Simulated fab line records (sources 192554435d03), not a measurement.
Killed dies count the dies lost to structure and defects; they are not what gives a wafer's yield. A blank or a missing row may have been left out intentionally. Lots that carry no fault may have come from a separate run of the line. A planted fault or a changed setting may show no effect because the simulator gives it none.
fab line records	flow n5-finfet
record: lots: 24	wafers: 72	last-day: 17
route steps=1938 shown FIN_SAQP@94
lots untouched by any fault: they come from a run of this same line in which no faults occurred
start-h: start of the lot's first displayed wafer, in hours after the record's first day	wait-h: hours elapsed since this lot's preceding step	" same as the row above	L1.1+2: several wafers, shown together as one row	- no value present, or no start provided	* or withheld: withheld	< > ~ a bound
route shown NAME@n: names a module that has steps shown in the file, with the first one's number in the route	usual: mean/standard deviation taken from wafers without a fault	same: alike in all rows	chamber/n: place in a boat	sites: per-site readings	_std_site: how widely they spread, as a standard deviation	_edge_site: the outer-site mean with the inner-site mean subtracted	radius-mm: for every site, how far away it sits from the centre of the wafer	mask NAME#n: copy n	behind: tool/chamber where the wafer was last shaped	hold: why the lot went on hold/how many hours it stayed there/how the hold came to an end	device: the transistor (n, p or np) that didn't switch	end of line: tests of these same wafers at the route's end	a step without rows: its recipe alone	killed: dies that structure and defects cost at the first sort, which is not the same as the wafer's yield	map: a wafer's dies, x killed, . not, _ none there
set.NAME: the setting that was run; set.NAME@STEP: the one run at that earlier step	model.NAME: the simulator's own value behind a step, which no gauge read
route steps across a sampled set of lots; one table per step, one row per wafer
services: when a tool's chamber went out of use (start-h, in hours from the record's first day, below 0 if earlier), for how many hours, and the reason
== steps ==
step: N5_FIN_SAQP_ALD_61
recipe: material: SiO2	target-thk-a: 40	temp-c: 300	ald-precursor-family: BDEAS	ald-co-reactant: O2-plasma	pulse-time-s: 1	purge-time-s: 2	co-reactant-purge-time-s: 2	ald-cycles: 43	pressure-torr: 2
usual: heater-power-w: 475/35	precursor-pulse-height-rel: 1.003/0.021	susceptor-temp-C: 300.00/0.19
lot.wafer	tool	chamber	start-h	wait-h	heater-power-w	precursor-pulse-height-rel	susceptor-temp-C
L074.3	ald-sin-01	0	20.12	0.0	483	0.995	299.89
L074.4	"	3	"	"	463	1.017	299.87
L074.6	"	1	"	"	465	0.953	300.25
L075.3	ald-sin-02	2	26.98	0.3	476	1.009	300.00
L075.4	"	0	"	"	440	0.998	299.90
L075.5	"	0	"	"	439	1.024	300.05
L076.2	ald-sin-01	3	32.54	0.0	460	1.020	300.02
L076.5	"	2	"	"	456	1.038	299.98
L076.6	"	3	"	"	469	0.991	299.82
L077.1	ald-sin-01	0	37.79	0.0	485	1.039	300.21
L077.4	"	1	"	"	468	1.044	299.88
L077.5	"	3	"	"	469	1.010	300.25
L078.2	ald-sin-02	0	44.33	0.0	456	0.998	299.88
L078.5	"	2	"	"	469	0.975	299.93
L078.6	"	3	"	"	513	1.020	300.16
L079.2	ald-sin-04	0	50.99	0.5	464	0.996	299.86
L079.3	"	1	"	"	490	1.017	300.11
L079.6	"	3	"	"	481	1.027	300.06
L080.2	ald-sin-02	0	56.27	0.0	443	0.987	299.67
L080.3	"	2	"	"	470	1.018	300.25
L080.4	"	3	"	"	519	0.975	300.07
L081.1	ald-sin-04	0	62.62	0.0	446	0.978	299.87
L081.3	"	3	"	"	481	0.991	300.09
L081.4	"	2	"	"	418	0.982	299.99
L082.2	ald-sin-04	3	68.06	0.0	471	0.992	299.96
L082.3	"	0	"	"	451	0.998	300.16
L082.4	"	2	"	"	427	0.981	299.69
L083.1	ald-sin-01	3	74.28	0.0	469	1.017	300.17
L083.5	"	2	"	"	461	0.964	300.15
L083.6	"	1	"	"	467	1.040	300.34
L084.1	ald-sin-01	2	81.28	0.0	456	0.996	299.91
L084.5	"	3	"	"	459	0.971	299.86
L084.6	"	0	"	"	483	0.999	300.06
L085.2	ald-sin-02	1	88.02	0.4	573	1.015	300.01
L085.3	"	0	"	"	444	0.994	299.97
L085.4	"	3	"	"	522	1.001	299.87
L086.2	ald-sin-02	2	93.22	0.7	458	1.005	299.82
L086.3	"	1	"	"	567	1.006	299.74
L086.6	"	0	"	"	452	1.030	300.08
L087.2	ald-sin-02	3	99.26	0.2	509	1.006	299.99
L087.4	"	2	"	"	466	0.960	299.86
L087.5	"	2	"	"	470	1.040	299.96
L088.3	ald-sin-01	1	106.39	1.4	465	0.953	300.07
L088.4	"	3	"	"	450	0.999	299.64
L088.6	"	3	"	"	459	1.014	299.51
L089.2	ald-sin-02	3	112.35	1.8	510	1.002	299.92
L089.5	"	3	"	"	519	1.010	300.09
L089.6	"	2	"	"	466	1.021	300.24
L090.1	ald-sin-01	1	116.00	0.0	465	0.997	299.97
L090.5	"	3	"	"	472	0.999	300.11
L090.6	"	2	"	"	453	0.985	300.00
L091.2	ald-sin-04	0	122.44	0.0	445	1.026	299.93
L091.5	"	2	"	"	431	0.994	300.26
L091.6	"	3	"	"	476	1.042	300.14
L092.1	ald-sin-04	1	128.01	0.0	485	1.020	300.05
L092.2	"	0	"	"	443	0.997	299.91
L092.4	"	3	"	"	480	0.980	300.14
L093.1	ald-sin-01	0	134.67	0.0	493	0.990	299.69
L093.3	"	1	"	"	473	0.975	300.06
L093.6	"	3	"	"	456	0.992	300.13
L094.2	ald-sin-04	2	140.71	0.0	437	1.046	299.97
L094.4	"	3	"	"	469	1.025	300.11
L094.5	"	2	"	"	417	1.028	300.06
L095.4	ald-sin-01	0	146.55	0.0	481	0.999	299.88
L095.5	"	3	"	"	466	0.996	299.92
L095.6	"	0	"	"	507	0.979	300.23
L096.2	ald-sin-04	3	152.26	0.0	474	1.020	300.31
L096.4	"	0	"	"	459	1.005	300.34
L096.6	"	0	"	"	455	1.022	300.21
L097.4	ald-sin-02	1	159.78	0.1	574	1.028	299.90
L097.5	"	2	"	"	473	1.015	299.86
L097.6	"	3	"	"	523	1.032	300.13
step: N5_FIN_SAQP_THK_MEAS_07
usual: thk-nm: 60.1/0.78
lot.wafer	tool	chamber	start-h	wait-h	thk-nm
L074.3	film-metro-01	-	20.94	0.1	58.9
L074.4	"	-	"	"	61.0
L074.6	"	-	"	"	60.2
L075.3	film-metro-01	-	27.79	0.1	59.2
L075.4	"	-	"	"	60.8
L075.5	"	-	"	"	61.1
L076.2	film-metro-02	-	33.54	0.1	60.9
L076.5	"	-	"	"	61.1
L076.6	"	-	"	"	60.4
L077.1	film-metro-01	-	38.66	0.1	59.8
L077.4	"	-	"	"	60.9
L077.5	"	-	"	"	60.8
L078.2	film-metro-02	-	45.09	0.1	60.3
L078.5	"	-	"	"	60.6
L078.6	"	-	"	"	61.4
L079.2	film-metro-01	-	51.70	0.1	60.1
L079.3	"	-	"	"	58.6
L079.6	"	-	"	"	59.7
L080.2	film-metro-02	-	57.11	0.1	59.7
L080.3	"	-	"	"	60.6
L080.4	"	-	"	"	62.1
L081.1	film-metro-02	-	63.33	0.1	59.4
L081.3	"	-	"	"	59.7
L081.4	"	-	"	"	60.4
L082.2	film-metro-02	-	68.91	0.1	60.0
L082.3	"	-	"	"	60.0
L082.4	"	-	"	"	61.5
L083.1	film-metro-02	-	75.18	0.1	59.6
L083.5	"	-	"	"	60.4
L083.6	"	-	"	"	60.1
L084.1	film-metro-01	-	81.99	0.1	60.1
L084.5	"	-	"	"	60.9
L084.6	"	-	"	"	61.3
L085.2	film-metro-02	-	88.73	0.1	58.6
L085.3	"	-	"	"	58.3
L085.4	"	-	"	"	59.1
L086.2	film-metro-02	-	94.16	0.1	59.6
L086.3	"	-	"	"	59.6
L086.6	"	-	"	"	60.2
L087.2	film-metro-02	-	100.04	0.1	58.9
L087.4	"	-	"	"	61.0
L087.5	"	-	"	"	60.9
L088.3	film-metro-02	-	107.16	0.1	59.6
L088.4	"	-	"	"	61.0
L088.6	"	-	"	"	59.9
L089.2	film-metro-01	-	113.21	0.1	59.0
L089.5	"	-	"	"	59.5
L089.6	"	-	"	"	59.9
L090.1	film-metro-02	-	116.71	0.1	59.6
L090.5	"	-	"	"	59.9
L090.6	"	-	"	"	60.3
L091.2	film-metro-02	-	123.15	0.1	58.4
L091.5	"	-	"	"	60.5
L091.6	"	-	"	"	59.8
L092.1	film-metro-02	-	128.79	0.1	58.6
L092.2	"	-	"	"	59.6
L092.4	"	-	"	"	59.2
L093.1	film-metro-02	-	135.56	0.1	60.6
L093.3	"	-	"	"	60.9
L093.6	"	-	"	"	62.2
L094.2	film-metro-01	-	141.45	0.1	58.9
L094.4	"	-	"	"	60.4
L094.5	"	-	"	"	60.4
L095.4	film-metro-02	-	147.26	0.0	61.1
L095.5	"	-	"	"	61.7
L095.6	"	-	"	"	60.7
L096.2	film-metro-02	-	153.00	0.1	58.7
L096.4	"	-	"	"	60.6
L096.6	"	-	"	"	59.5
L097.4	film-metro-01	-	160.49	0.0	61.2
L097.5	"	-	"	"	60.5
L097.6	"	-	"	"	60.5
step: N5_FIN_SAQP_HM_DEP_72
recipe: material: SiO2	target-thk-a: 120	temp-c: 400	precursor: SiH4/N2O	pressure-torr: 0.75	rf-w: 275	time-s: 7.2
usual: heater-power-w: 737/100	showerhead-plenum-p-Torr: 8.16/0.13	susceptor-temp-C: 400.00/0.23
lot.wafer	tool	chamber	start-h	wait-h	heater-power-w	showerhead-plenum-p-Torr	susceptor-temp-C
L074.3	pecvd-04	0	20.98	0.0	668	8.05	399.98
L074.4	"	1	"	"	931	7.96	400.14
L074.6	"	2	"	"	683	8.10	399.71
L075.3	pecvd-03	1	27.82	0.0	614	8.25	400.05
L075.4	"	0	"	"	801	8.23	400.24
L075.5	"	2	"	"	662	8.29	399.82
L076.2	pecvd-03	2	33.58	0.0	770	8.31	399.91
L076.5	"	1	"	"	562	8.27	400.00
L076.6	"	0	"	"	723	8.24	399.64
L077.1	pecvd-04	2	38.70	0.0	724	8.13	399.77
L077.4	"	2	"	"	738	8.12	400.01
L077.5	"	1	"	"	899	7.96	399.79
L078.2	pecvd-02	1	45.13	0.0	781	8.36	399.88
L078.5	"	0	"	"	713	8.15	399.98
L078.6	"	1	"	"	769	8.37	400.22
L079.2	pecvd-04	2	51.74	0.0	748	8.14	400.02
L079.3	"	1	"	"	808	7.97	400.22
L079.6	"	2	"	"	740	8.13	400.23
L080.2	pecvd-03	2	57.15	0.0	767	8.30	400.12
L080.3	"	1	"	"	604	8.25	399.98
L080.4	"	2	"	"	772	8.31	400.19
L081.1	pecvd-02	1	63.37	0.0	716	8.34	400.23
L081.3	"	0	"	"	730	8.16	399.99
L081.4	"	2	"	"	873	7.99	400.24
L082.2	pecvd-04	0	68.95	0.0	634	8.05	399.44
L082.3	"	1	"	"	844	7.95	399.59
L082.4	"	1	"	"	861	7.95	399.86
L083.1	pecvd-02	2	75.22	0.0	871	8.01	399.87
L083.5	"	0	"	"	631	8.15	400.07
L083.6	"	2	"	"	848	7.99	399.91
L084.1	pecvd-04	2	82.03	0.0	798	8.12	399.75
L084.5	"	2	"	"	672	8.15	399.82
L084.6	"	0	"	"	610	8.04	399.81
L085.2	pecvd-03	2	88.77	0.0	738	8.32	399.79
L085.3	"	0	"	"	793	8.23	400.03
L085.4	"	2	"	"	724	8.32	400.15
L086.2	pecvd-04	0	94.19	0.0	648	8.06	399.93
L086.3	"	1	"	"	898	7.95	399.74
L086.6	"	2	"	"	671	8.15	400.31
L087.2	pecvd-04	1	100.08	0.0	928	7.95	400.26
L087.4	"	0	"	"	670	8.07	400.09
L087.5	"	2	"	"	680	8.13	400.28
L088.3	pecvd-03	2	107.20	0.0	672	8.30	400.17
L088.4	"	2	"	"	678	8.30	400.38
L088.6	"	1	"	"	599	8.25	400.28
L089.2	pecvd-02	0	113.24	0.0	637	8.15	400.13
L089.5	"	1	"	"	748	8.35	400.08
L089.6	"	2	"	"	975	7.97	399.50
L090.1	pecvd-04	1	116.75	0.0	766	7.96	400.26
L090.5	"	1	"	"	777	7.97	400.07
L090.6	"	2	"	"	713	8.14	400.29
L091.2	pecvd-03	0	123.19	0.0	712	8.23	400.02
L091.5	"	2	"	"	721	8.29	399.90
L091.6	"	0	"	"	691	8.24	400.12
L092.1	pecvd-02	2	128.83	0.0	914	7.99	399.90
L092.2	"	1	"	"	755	8.36	400.07
L092.4	"	0	"	"	770	8.17	400.06
L093.1	pecvd-03	0	135.60	0.0	656	8.23	399.62
L093.3	"	2	"	"	756	8.30	399.70
L093.6	"	2	"	"	774	8.31	399.80
L094.2	pecvd-04	1	141.48	0.0	958	7.95	399.63
L094.4	"	1	"	"	933	7.97	399.78
L094.5	"	2	"	"	725	8.14	400.47
L095.4	pecvd-02	1	147.32	0.1	637	8.34	400.14
L095.5	"	0	"	"	672	8.17	400.15
L095.6	"	2	"	"	940	8.02	399.70
L096.2	pecvd-03	2	153.04	0.0	753	8.29	399.50
L096.4	"	1	"	"	575	8.26	399.77
L096.6	"	2	"	"	761	8.29	400.08
L097.4	pecvd-04	1	160.55	0.1	960	7.94	399.55
L097.5	"	1	"	"	939	7.95	399.47
L097.6	"	2	"	"	794	8.12	400.00
step: N5_FIN_SAQP_MANDREL_ETCH_58
recipe: chemistry: HBr/Cl2	target: a-Si	target-depth-a: 450	bt-time-s: 10	stop-on: SiNx	mask-material: SiO2	over-etch-frac: 0.8	time-s: 27	pressure-mtorr: 10	icp-w: 800	bias-w: 75	HBr_flow_sccm: 150	Cl2_flow_sccm: 80	ends: end-point
usual: drypump-motor-current-A: 5.7/0.4	oes-product-au: 0.699/0.011	throttle-valve-pct: 35.64/0.26
lot.wafer	tool	chamber	start-h	wait-h	drypump-motor-current-A	oes-product-au	rf-hours-counter-h	throttle-valve-pct
L074.3	rie-si-02	0	23.84	0.0	6.0	0.704	115	35.37
L074.4	"	2	"	"	5.8	0.701	5	35.52
L074.6	"	3	"	"	4.9	0.676	-	35.48
L075.3	rie-si-05	0	30.77	0.0	5.5	0.690	130	36.16
L075.4	"	2	"	"	6.3	0.696	122	35.45
L075.5	"	0	"	"	5.5	0.688	-	36.17
L076.2	rie-si-01	0	36.65	0.0	5.9	0.704	142	35.53
L076.5	"	0	"	"	5.9	0.700	-	35.52
L076.6	"	1	"	"	5.0	0.699	-	35.67
L077.1	rie-si-05	0	42.66	0.0	5.5	0.685	130	36.16
L077.4	"	2	"	"	6.4	0.698	122	35.47
L077.5	"	3	"	"	5.9	0.713	-	35.61
L078.2	rie-si-02	0	48.29	0.0	6.0	0.719	115	35.35
L078.5	"	2	"	"	5.8	0.696	-	35.54
L078.6	"	3	"	"	4.9	0.685	-	35.49
L079.2	rie-si-01	2	54.39	0.0	6.0	0.697	23	35.54
L079.3	"	0	"	"	5.9	0.699	142	35.53
L079.6	"	3	"	"	5.8	0.711	-	35.64
L080.2	rie-si-05	0	60.18	0.0	5.5	0.682	130	36.15
L080.3	"	3	"	"	5.9	0.713	171	35.63
L080.4	"	2	"	"	6.4	0.700	122	35.45
L081.1	rie-si-05	3	66.02	0.0	5.9	0.710	171	35.63
L081.3	"	2	"	"	6.4	0.695	122	35.49
L081.4	"	1	"	"	5.9	0.711	187	35.51
L082.2	rie-si-01	3	72.19	0.0	5.8	0.695	197	35.66
L082.3	"	1	"	"	5.0	0.682	139	35.70
L082.4	"	2	"	"	5.9	0.699	23	35.53
L083.1	rie-si-05	2	78.31	0.0	6.4	0.693	123	35.46
L083.5	"	0	"	"	5.5	0.686	-	36.15
L083.6	"	1	"	"	5.9	0.708	-	35.51
L084.1	rie-si-05	3	85.03	0.0	5.9	0.707	172	35.61
L084.5	"	0	"	"	5.5	0.683	-	36.17
L084.6	"	3	"	"	5.9	0.713	-	35.60
L085.2	rie-si-02	2	91.62	0.0	5.8	0.686	6	35.56
L085.3	"	1	"	"	5.5	0.690	26	36.20
L085.4	"	2	"	"	5.8	0.700	-	35.54
L086.2	rie-si-05	0	98.05	0.0	5.5	0.679	131	36.16
L086.3	"	1	"	"	5.8	0.710	188	35.52
L086.6	"	2	"	"	6.4	0.708	-	35.46
L087.2	rie-si-02	1	103.60	0.0	5.5	0.691	26	36.20
L087.4	"	3	"	"	4.9	0.687	62	35.47
L087.5	"	3	"	"	4.9	0.681	-	35.47
L088.3	rie-si-01	0	112.65	0.0	5.9	0.696	143	35.55
L088.4	"	2	"	"	6.0	0.702	24	35.52
L088.6	"	3	"	"	5.8	0.703	-	35.67
L089.2	rie-si-05	1	116.08	0.0	5.9	0.699	188	35.53
L089.5	"	0	"	"	5.5	0.695	-	36.14
L089.6	"	1	"	"	5.9	0.710	-	35.51
L090.1	rie-si-02	1	120.03	0.0	5.6	0.694	26	36.20
L090.5	"	3	"	"	4.9	0.678	-	35.50
L090.6	"	2	"	"	5.8	0.702	-	35.53
L091.2	rie-si-02	1	126.28	0.0	5.5	0.681	26	36.19
L091.5	"	0	"	"	6.0	0.721	-	35.33
L091.6	"	3	"	"	4.9	0.690	-	35.46
L092.1	rie-si-01	1	131.99	0.0	5.0	0.694	140	35.68
L092.2	"	2	"	"	6.0	0.689	24	35.55
L092.4	"	2	"	"	6.0	0.699	-	35.51
L093.1	rie-si-05	3	138.32	0.0	5.9	0.699	173	35.63
L093.3	"	0	"	"	5.5	0.687	132	36.16
L093.6	"	2	"	"	6.4	0.697	-	35.46
L094.2	rie-si-02	0	144.37	0.0	6.0	0.709	117	35.36
L094.4	"	3	"	"	4.9	0.684	63	35.47
L094.5	"	2	"	"	5.8	0.692	-	35.52
L095.4	rie-si-05	3	150.36	0.0	5.9	0.725	173	35.61
L095.5	"	3	"	"	5.9	0.724	-	35.62
L095.6	"	0	"	"	5.5	0.689	-	36.14
L096.2	rie-si-01	1	155.85	0.0	5.0	0.690	140	35.67
L096.4	"	3	"	"	5.8	0.691	0	35.52
L096.6	"	0	"	"	5.9	0.701	-	35.53
L097.4	rie-si-05	0	163.17	0.0	5.5	0.692	132	36.14
L097.5	"	0	"	"	5.5	0.696	-	36.14
L097.6	"	3	"	"	5.9	0.719	-	35.60
step: N5_FIN_SAQP_RECESS_71
recipe: chemistry: HF/NH3	target: SiO2	target-depth-a: 30	afs-cycles: 1	temp-c: 30	sublimation-temp-c: 180	sublimation-time-s: 60
usual: drypump-motor-current-A: 5.5/0.35
lot.wafer	tool	chamber	start-h	wait-h	drypump-motor-current-A
L074.3	vapor-etch-01	1	24.57	0.1	5.8
L074.4	"	0	"	"	5.8
L074.6	"	1	"	"	5.8
L075.3	vapor-etch-01	0	31.59	0.1	5.8
L075.4	"	1	"	"	5.8
L075.5	"	1	"	"	5.8
L076.2	vapor-etch-01	0	37.34	0.0	5.8
L076.5	"	1	"	"	5.9
L076.6	"	0	"	"	5.8
L077.1	vapor-etch-01	0	43.35	0.0	5.8
L077.4	"	1	"	"	5.8
L077.5	"	1	"	"	5.8
L078.2	vapor-etch-02	0	49.00	0.0	5.0
L078.5	"	1	"	"	5.2
L078.6	"	0	"	"	5.0
L079.2	vapor-etch-01	0	55.08	0.0	5.8
L079.3	"	1	"	"	5.8
L079.6	"	0	"	"	5.8
L080.2	vapor-etch-02	0	60.87	0.0	5.1
L080.3	"	1	"	"	5.2
L080.4	"	0	"	"	5.1
L081.1	vapor-etch-02	1	66.72	0.0	5.2
L081.3	"	0	"	"	5.0
L081.4	"	1	"	"	5.2
L082.2	vapor-etch-01	1	73.06	0.0	5.8
L082.3	"	1	"	"	5.8
L082.4	"	0	"	"	5.8
L083.1	vapor-etch-02	0	79.20	0.0	5.1
L083.5	"	1	"	"	5.2
L083.6	"	0	"	"	5.1
L084.1	vapor-etch-01	0	85.83	0.0	5.8
L084.5	"	1	"	"	5.8
L084.6	"	0	"	"	5.8
L085.2	vapor-etch-01	1	92.51	0.0	5.8
L085.3	"	0	"	"	5.8
L085.4	"	1	"	"	5.8
L086.2	vapor-etch-02	0	98.80	0.0	5.0
L086.3	"	0	"	"	5.0
L086.6	"	1	"	"	5.2
L087.2	vapor-etch-02	1	105.63	1.4	5.2
L087.4	"	0	"	"	5.0
L087.5	"	0	"	"	5.0
L088.3	vapor-etch-01	1	113.39	0.1	5.8
L088.4	"	0	"	"	5.8
L088.6	"	0	"	"	5.8
L089.2	vapor-etch-02	0	116.77	0.0	5.0
L089.5	"	0	"	"	5.0
L089.6	"	1	"	"	5.2
L090.1	vapor-etch-01	1	120.72	0.0	5.8
L090.5	"	1	"	"	5.8
L090.6	"	0	"	"	5.8
L091.2	vapor-etch-02	1	127.09	0.0	5.2
L091.5	"	1	"	"	5.2
L091.6	"	0	"	"	5.0
L092.1	vapor-etch-01	0	132.96	0.0	5.8
L092.2	"	1	"	"	5.8
L092.4	"	0	"	"	5.8
L093.1	vapor-etch-01	1	139.08	0.1	5.8
L093.3	"	0	"	"	5.8
L093.6	"	1	"	"	5.8
L094.2	vapor-etch-02	1	145.06	0.0	5.2
L094.4	"	1	"	"	5.2
L094.5	"	1	"	"	5.2
L095.4	vapor-etch-01	1	151.19	0.1	5.8
L095.5	"	1	"	"	5.8
L095.6	"	0	"	"	5.8
L096.2	vapor-etch-02	1	156.69	0.0	5.2
L096.4	"	0	"	"	5.1
L096.6	"	1	"	"	5.2
L097.4	vapor-etch-02	1	163.90	0.1	5.2
L097.5	"	1	"	"	5.2
L097.6	"	0	"	"	5.0
step: N5_FIN_SAQP_SPACER2_ALD_28
recipe: material: SiO2	target-thk-a: 81	temp-c: 300	ald-precursor-family: BDEAS	ald-co-reactant: O2-plasma	pulse-time-s: 1	purge-time-s: 2	co-reactant-purge-time-s: 2	pressure-torr: 2
usual: heater-power-w: 476/37	precursor-pulse-height-rel: 0.999/0.02	susceptor-temp-C: 300.02/0.2
lot.wafer	tool	chamber	start-h	wait-h	heater-power-w	precursor-pulse-height-rel	susceptor-temp-C
L074.3	ald-sin-01	0	24.67	0.1	477	1.012	300.46
L074.4	"	1	"	"	464	1.039	299.92
L074.6	"	3	"	"	444	1.003	299.64
L075.3	ald-sin-01	0	31.69	0.1	493	1.029	299.48
L075.4	"	3	"	"	454	0.989	300.01
L075.5	"	1	"	"	460	0.982	300.01
L076.2	ald-sin-01	0	37.48	0.1	490	0.985	300.43
L076.5	"	3	"	"	467	0.991	300.13
L076.6	"	2	"	"	456	1.009	299.78
L077.1	ald-sin-04	3	43.49	0.1	471	0.994	300.02
L077.4	"	0	"	"	459	0.951	300.09
L077.5	"	3	"	"	466	1.031	299.92
L078.2	ald-sin-01	0	49.15	0.1	483	1.027	300.40
L078.5	"	0	"	"	487	1.002	300.00
L078.6	"	1	"	"	457	0.986	299.74
L079.2	ald-sin-01	0	55.22	0.1	487	1.003	299.88
L079.3	"	1	"	"	470	0.961	299.54
L079.6	"	3	"	"	470	0.985	299.90
L080.2	ald-sin-04	0	61.10	0.2	457	0.991	300.01
L080.3	"	1	"	"	463	1.007	299.94
L080.4	"	3	"	"	465	1.010	299.71
L081.1	ald-sin-04	0	66.91	0.1	465	0.998	300.21
L081.3	"	3	"	"	473	0.995	300.43
L081.4	"	1	"	"	472	1.022	299.63
L082.2	ald-sin-04	1	73.20	0.1	485	0.994	300.34
L082.3	"	0	"	"	449	1.042	300.00
L082.4	"	2	"	"	426	0.996	300.12
L083.1	ald-sin-02	0	79.36	0.1	446	0.954	300.06
L083.5	"	3	"	"	512	1.004	300.03
L083.6	"	2	"	"	470	1.008	300.22
L084.1	ald-sin-01	3	85.98	0.1	473	1.005	300.09
L084.5	"	1	"	"	460	1.019	299.93
L084.6	"	0	"	"	475	0.981	300.06
L085.2	ald-sin-02	2	93.39	0.8	467	0.992	299.95
L085.3	"	1	"	"	571	0.972	300.06
L085.4	"	3	"	"	512	0.998	300.09
L086.2	ald-sin-02	0	98.95	0.1	445	0.983	300.08
L086.3	"	3	"	"	516	1.011	299.67
L086.6	"	1	"	"	562	1.007	299.82
L087.2	ald-sin-02	1	106.40	0.7	568	0.977	300.32
L087.4	"	0	"	"	452	1.003	299.99
L087.5	"	1	"	"	571	1.010	300.20
L088.3	ald-sin-01	2	113.83	0.4	457	0.997	299.97
L088.4	"	1	"	"	459	1.007	300.10
L088.6	"	0	"	"	482	0.996	300.09
L089.2	ald-sin-01	2	116.92	0.1	464	0.998	300.27
L089.5	"	2	"	"	457	1.010	299.96
L089.6	"	3	"	"	463	0.970	300.09
L090.1	ald-sin-01	2	120.87	0.1	449	0.995	300.01
L090.5	"	2	"	"	451	0.980	299.79
L090.6	"	3	"	"	461	0.974	300.13
L091.2	ald-sin-02	2	127.24	0.1	467	0.968	300.06
L091.5	"	0	"	"	453	0.996	299.97
L091.6	"	1	"	"	581	0.971	300.11
L092.1	ald-sin-01	0	133.10	0.1	476	0.988	300.12
L092.2	"	3	"	"	463	0.992	300.21
L092.4	"	2	"	"	458	0.994	299.92
L093.1	ald-sin-04	3	139.23	0.1	469	1.007	299.85
L093.3	"	2	"	"	434	0.997	300.15
L093.6	"	2	"	"	428	0.988	300.04
L094.2	ald-sin-02	0	145.99	0.9	453	1.004	299.80
L094.4	"	2	"	"	475	0.988	299.84
L094.5	"	0	"	"	445	0.997	299.71
L095.4	ald-sin-02	1	151.29	0.1	582	0.987	299.72
L095.5	"	3	"	"	516	0.978	300.02
L095.6	"	2	"	"	469	1.046	299.93
L096.2	ald-sin-02	3	156.87	0.1	513	1.005	300.10
L096.4	"	0	"	"	445	0.972	300.14
L096.6	"	3	"	"	521	0.994	299.97
L097.4	ald-sin-01	3	164.00	0.1	461	1.006	299.62
L097.5	"	0	"	"	485	0.995	300.04
L097.6	"	3	"	"	457	1.012	300.09
== services ==
tool	chamber	start-h	hours	kind
pecvd-03	0	5.63	6.3	repair
ald-sin-02	0	8.75	-	clean
ald-sin-02	1	8.75	-	clean
ald-sin-02	2	8.75	-	clean
ald-sin-02	3	8.75	-	clean
pecvd-04	-	22.08	14.6	pm
pecvd-02	1	31.10	11.2	repair
ald-sin-04	-	35.55	6.0	pm
rie-si-05	3	35.94	3.2	repair
rie-si-02	-	52.62	14.6	pm
rie-si-01	0	55.47	8.1	repair
ald-sin-02	-	67.35	0.4	repair
rie-si-02	3	81.24	20.5	repair
vapor-etch-01	-	92.63	14.6	pm
pecvd-02	2	94.31	5.1	repair
rie-si-02	-	108.70	2.8	pm
pecvd-04	0	109.58	6.7	repair
ald-sin-04	-	109.71	2.8	pm
ald-sin-02	0	112.51	-	calibration
rie-si-02	3	113.91	5.8	repair
pecvd-04	0	119.41	85.6	repair
pecvd-02	-	134.52	2.8	pm
rie-si-05	2	150.92	2.8	repair
rie-si-02	0	162.53	1.9	repair
== key ==
fault none
